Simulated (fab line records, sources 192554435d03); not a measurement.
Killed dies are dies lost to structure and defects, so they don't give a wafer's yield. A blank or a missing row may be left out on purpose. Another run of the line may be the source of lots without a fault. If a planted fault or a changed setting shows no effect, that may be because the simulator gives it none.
Problem report, 8D (eight disciplines) form, completed by code | flow n5 finfet | the parts of the form that need people (team, actions taken, sign-off) are left out

1. WHAT WENT WRONG
A mean of 126.1 nm is read at N5_FIN_SAQP_OCD_MEAS_76 for trench depth nm, taken on 1 wafer of 1 lot, against 119.6 nm (standard deviation 1.1) on wafers free of any fault. Relative to the usual mean, that is a shift of +5.9 standard deviations.
Earliest sighting: wafer L872.4 on ocd-01 at day 4 18:09. Wafers with a number at this step in the record: 27, from 9 lots. Rule for "out", or "out of limits": more than 4 standard deviations from the usual mean. Any other wafer with a number is counted as sound.

2. WHAT IT IS, WHAT IT ISN'T
question                    | is               | is not
which readings at this step | trench depth nm  | -
which lots                  | L872             | L862, L864, L871, L875, L877, L882, L883, L884
which wafers of those lots  | L872.4           | L872.1, L872.5
read on which gauges        | ocd-01           | ocd-02
when                        | from day 4 18:09 | up to then (11 sound wafers); but 15 sound wafers of L875, L877, L882, L883, L884 came after

3. WHAT RULES OUT EACH SUSPECT
Counting: a tool at a process step up to the reading stays a suspect if it ran every lot that is out. Sound lots after the first of them don't rule it out here, since some wafers of a struck lot are sound.
- ruled out: the gauge at N5_FIN_SAQP_OCD_MEAS_76. All the wafers that are out were read on ocd-01, but those of them that N5_FIN_SAQP_FIN_ETCH_36 has rows for are out there too, on other tools.
- ald sin-03 at N5_FIN_SAQP_SPACER1_ALD_24 (deposits SiO2, target thk 20.3 nm, pulse time 1 s, purge time 2 s): kept. It ran the lot that is out, L872 (day 4 14:13).
- rie si-01 at N5_FIN_SAQP_MANDREL2_REMOVE_60 (chemistry HBr/Cl2/O2, target a-Si, stops on SiNx, bt time 10 s): kept. It ran the lot that is out, L872 (day 4 17:29); its last sound lot up to then is L871 (day 4 09:49).
- rie si-05 at N5_FIN_SAQP_FIN_ETCH_36 (etches the open film in HBr/Cl2/O2, target depth 120 nm, time 50.4 s): kept. It ran the lot that is out, L872 (day 4 17:56); its last sound lot up to then is L871 (day 4 10:15). On those wafers its own readings are out: bias w.
- In ald sin-03 at N5_FIN_SAQP_SPACER1_ALD_24, the wafers that are out were processed in chamber 2 and their sound lot-mates in chambers 0, 1.
- Within rie si-05 at N5_FIN_SAQP_FIN_ETCH_36: the wafers that are out ran in chamber 2; their sound lot-mates ran in chamber 0.
Still standing after the count: ald sin-03 at N5_FIN_SAQP_SPACER1_ALD_24, rie si-01 at N5_FIN_SAQP_MANDREL2_REMOVE_60, rie si-05 at N5_FIN_SAQP_FIN_ETCH_36.

4. THE CAUSE (what the simulator had put in)
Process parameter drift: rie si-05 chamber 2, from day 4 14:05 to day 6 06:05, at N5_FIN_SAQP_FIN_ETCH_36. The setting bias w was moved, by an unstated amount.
Counting leaves 3 suspects; this tool is one of them.

5. SEQUENCE OF EFFECTS, ordered by route
Each row: a reading whose mean over the struck wafers that have a number lies more than 3 standard deviations from the usual. Only readings for which the record gives a usual standard deviation are gone through. hours: the time from each lot's start at the first step in this table that gives one to its start at this step, as a median over the lots. sigmas: the change in usual standard deviations.
hours | step                    | reading         | usual      | on struck wafers | change | sigmas
0     | N5_FIN_SAQP_FIN_ETCH_36 | bias w          | 101.99 W   | 124.49           | +22.50 | +78
0     | N5_FIN_SAQP_FIN_ETCH_36 | oes product au  | 0.989 a.u. | 1.048            | +0.059 | +3.7
0     | N5_FIN_SAQP_OCD_MEAS_76 | trench depth nm | 119.6 nm   | 126.1            | +6.5   | +5.9
It contains these process steps:
- N5_FIN_SAQP_FIN_ETCH_36: etches the open film in HBr/Cl2/O2, target depth 120 nm, time 50.4 s.
Later measuring or inspecting steps at which every struck wafer that the step has a row for has a number for every such reading, and none has moved that far: N5_BEOL_M4_RC_MEAS_101.

6. WHAT WOULD HAVE CAUGHT IT SOONER
4 hours passed between the start of the fault at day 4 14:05 and the first reading out of limits at a measuring or inspecting step in this record, taken at day 4 18:09.
At N5_FIN_SAQP_FIN_ETCH_36, the tool's own readings (bias w) were out on each struck wafer the step has a row for, so an alarm limit on them would have fired on the first such wafer.
By day 4 18:09, every lot that is out (1) had started N5_FIN_SAQP_FIN_ETCH_36 on rie si-05. Had the tool been put on hold then, not one of them would have been saved.
